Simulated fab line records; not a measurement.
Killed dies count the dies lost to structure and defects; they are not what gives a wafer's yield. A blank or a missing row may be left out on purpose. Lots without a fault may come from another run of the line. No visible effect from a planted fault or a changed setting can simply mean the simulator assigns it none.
Which tool did it?    flow n5 finfet    11 lots, 33 wafers sampled, at 5 steps of a route of 1938

WHAT THE GAUGES READ, wafer by wafer
No reading from a measuring or inspecting step in the record can be judged against a usual standard deviation.

WHICH TOOL RAN EACH LOT (tool, then ch and the chambers of the sampled wafers, then the start)
lot   N5_BEOL_M2_SPUTTER_86         N5_BEOL_M15_TRENCH_ETCH_34          N5_MIM_BOT_DEGAS_01           N5_MIM_TOP_ALD_00                 N5_PASSIVATION_PROBE_49
L671  pvd sputter-02, day 6 21:26   rie diel-01 ch 0,1,2, day 11 12:12  pvd sputter-03, day 11 17:20  ald hk-02 ch 1,3, day 11 17:29    -
L672  pvd sputter-03, day 7 04:07   rie diel-03 ch 0,1,2, day 11 16:16  pvd sputter-01, day 11 20:55  ald hk-01 ch 0,2, day 11 21:04    -
L674  pvd sputter-02, day 7 17:36   rie diel-04 ch 0,3, day 12 01:44    pvd sputter-03, day 12 06:17  ald hk-01 ch 1,2,3, day 12 06:27  -
L681  pvd sputter-02, day 9 04:47   rie diel-03 ch 0,2,3, day 14 02:40  pvd sputter-03, day 14 06:49  ald hk-02 ch 0,2,3, day 14 06:58  prober-02, day 15 00:11
L684  pvd sputter-01, day 9 17:42   rie diel-01 ch 0,3, day 14 00:29    pvd sputter-03, day 14 06:32  ald hk-01 ch 0,2,3, day 14 06:41  -
L688  pvd sputter-01, day 11 09:50  rie diel-01 ch 2,3, day 16 02:56    pvd sputter-02, day 16 09:10  ald hk-03 ch 0,2,3, day 16 09:19  -
L689  pvd sputter-03, day 11 12:56  rie diel-04 ch 0,2,3, day 15 20:31  pvd sputter-01, day 16 01:37  ald hk-03 ch 0,1,2, day 16 01:45  -
L690  pvd sputter-03, day 11 15:22  rie diel-04 ch 0,3, day 16 05:59    pvd sputter-02, day 16 12:34  ald hk-03 ch 0,2, day 16 12:43    -
L691  pvd sputter-03, day 12 01:15  rie diel-03 ch 1,2,3, day 16 16:04  pvd sputter-03, day 16 20:56  ald hk-01 ch 0,1, day 16 21:05    -
L694  pvd sputter-03, day 12 19:16  rie diel-01 ch 1,2,3, day 17 02:07  pvd sputter-02, day 17 08:08  ald hk-03 ch 0,2,3, day 17 08:16  -
L693  pvd sputter-02, day 12 22:29  rie diel-03 ch 0,3, day 17 19:09    pvd sputter-01, day 17 23:59  ald hk-01 ch 1,2,3, day 18 00:08  -
- N5_BEOL_M2_SPUTTER_86: material Cu, target thk 4.5 nm, time 8.29 s.
- N5_BEOL_M15_TRENCH_ETCH_34: etches SiO2 in C4F8/O2/Ar, target depth 872.93 nm, time 199 s.
- N5_MIM_BOT_DEGAS_01: time 60 s.
- N5_MIM_TOP_ALD_00: deposits Al2O3, purge time 3 s, co reactant pulse time 3 s.
- N5_PASSIVATION_PROBE_49

WHAT THE TOOLS THEMSELVES READ (means of the sampled wafers that have a number; where no wafer has one, the mark that the record gives instead)
N5_BEOL_M2_SPUTTER_86.
lot   tool            chamber pressure pa (Pa)  throttle valve pct (%)
L671  pvd sputter-02  0.07                      29.9
L672  pvd sputter-03  0.07                      29.6
L674  pvd sputter-02  0.07                      30.2
L681  pvd sputter-02  0.07                      29.1
L684  pvd sputter-01  0.07                      29.8
L688  pvd sputter-01  0.07                      29.7
L689  pvd sputter-03  0.07                      30.4
L690  pvd sputter-03  0.07                      30.1
L691  pvd sputter-03  0.07                      30.0
L694  pvd sputter-03  0.07                      29.7
L693  pvd sputter-02  0.07                      30.2

N5_BEOL_M15_TRENCH_ETCH_34.
lot   tool         drypump motor current A (A)  he inner torr (Torr)  mfc ar sccm (sccm)  oes_o_777_au (a.u.)  oes product au (a.u.)  rf vpp V (V)  showerhead plenum p Torr (Torr)  throttle valve pct (%)
L671  rie diel-01  5.6                          15.01                 400.0               0.86                 0.87                   2233          3.54                             30.76
L672  rie diel-03  5.5                          15.02                 399.7               0.86                 0.86                   2215          3.58                             31.04
L674  rie diel-04  6.0                          15.04                 399.2               0.87                 0.88                   2245          3.44                             30.90
L681  rie diel-03  5.1                          14.99                 400.2               0.83                 0.83                   2217          3.52                             31.12
L684  rie diel-01  5.2                          14.99                 399.1               0.81                 0.81                   2237          3.56                             31.02
L688  rie diel-01  5.5                          14.98                 400.2               0.82                 0.83                   2238          3.43                             30.93
L689  rie diel-04  6.0                          15.01                 399.3               0.91                 0.91                   2239          3.56                             30.84
L690  rie diel-04  6.0                          14.97                 400.2               0.89                 0.90                   2256          3.55                             30.86
L691  rie diel-03  5.3                          14.97                 399.4               0.79                 0.79                   2211          3.45                             31.13
L694  rie diel-01  5.6                          15.04                 399.8               0.80                 0.82                   2238          3.47                             30.75
L693  rie diel-03  4.9                          15.03                 399.2               0.79                 0.80                   2220          3.43                             31.12

N5_MIM_BOT_DEGAS_01.
lot   tool            heater power w (W)
L671  pvd sputter-03  445
L672  pvd sputter-01  479
L674  pvd sputter-03  402
L681  pvd sputter-03  448
L684  pvd sputter-03  456
L688  pvd sputter-02  487
L689  pvd sputter-01  468
L690  pvd sputter-02  488
L691  pvd sputter-03  484
L694  pvd sputter-02  429
L693  pvd sputter-01  532

N5_MIM_TOP_ALD_00.
lot   tool       precursor pulse height rel
L671  ald hk-02  0.987
L672  ald hk-01  1.002
L674  ald hk-01  1.000
L681  ald hk-02  0.991
L684  ald hk-01  0.991
L688  ald hk-03  0.990
L689  ald hk-03  0.984
L690  ald hk-03  0.971
L691  ald hk-01  0.985
L694  ald hk-03  0.996
L693  ald hk-01  1.003

N5_PASSIVATION_PROBE_49.
lot   tool       defect limited yield (%)  killed_at_M0_to_M3  killed_at_M4_up  killed at contacts  killed at front end  killed at other  killed dies  killed on rim  killed open  killed short  sort_bin_5_function (%)  sort_bin_6_memory (%)  sort_bin_8_speed (%)  sort n pass  sort yield pct (%)
L681  prober-02  89.8                      47                  5                12                  50                   6                120          18             58           34            5.7                      3.6                    0.00                  1060         89.8

THE ANSWER, worked out from the rows above alone
Rule: the lots themselves supply what counts as usual. The widest of any qualifying gaps counts: lots, ordered by their means at a reading, are off when they make up no more than a third of the lots, leave a main group of 4 or more, and stand apart from it by 3 or more times the standard deviation of that group's means. A main group is skipped when, at the precision printed for the reading in the tables above, its means are all equal. Also off: a lot with no number at a reading for which 4 or more lots have one. All remaining lots with rows at the step are treated as sound. After the gauges, taken in route order, come the tools' own readings; for these a lot's mean is taken, as printed above. The first step at which some lot is off is used, and at that step the reading that is off furthest; a lot without a number counts as furthest.
No lot is off on any of the readings shown, so nothing can be concluded from this.

WHAT WAS PUT IN BY THE SIMULATOR
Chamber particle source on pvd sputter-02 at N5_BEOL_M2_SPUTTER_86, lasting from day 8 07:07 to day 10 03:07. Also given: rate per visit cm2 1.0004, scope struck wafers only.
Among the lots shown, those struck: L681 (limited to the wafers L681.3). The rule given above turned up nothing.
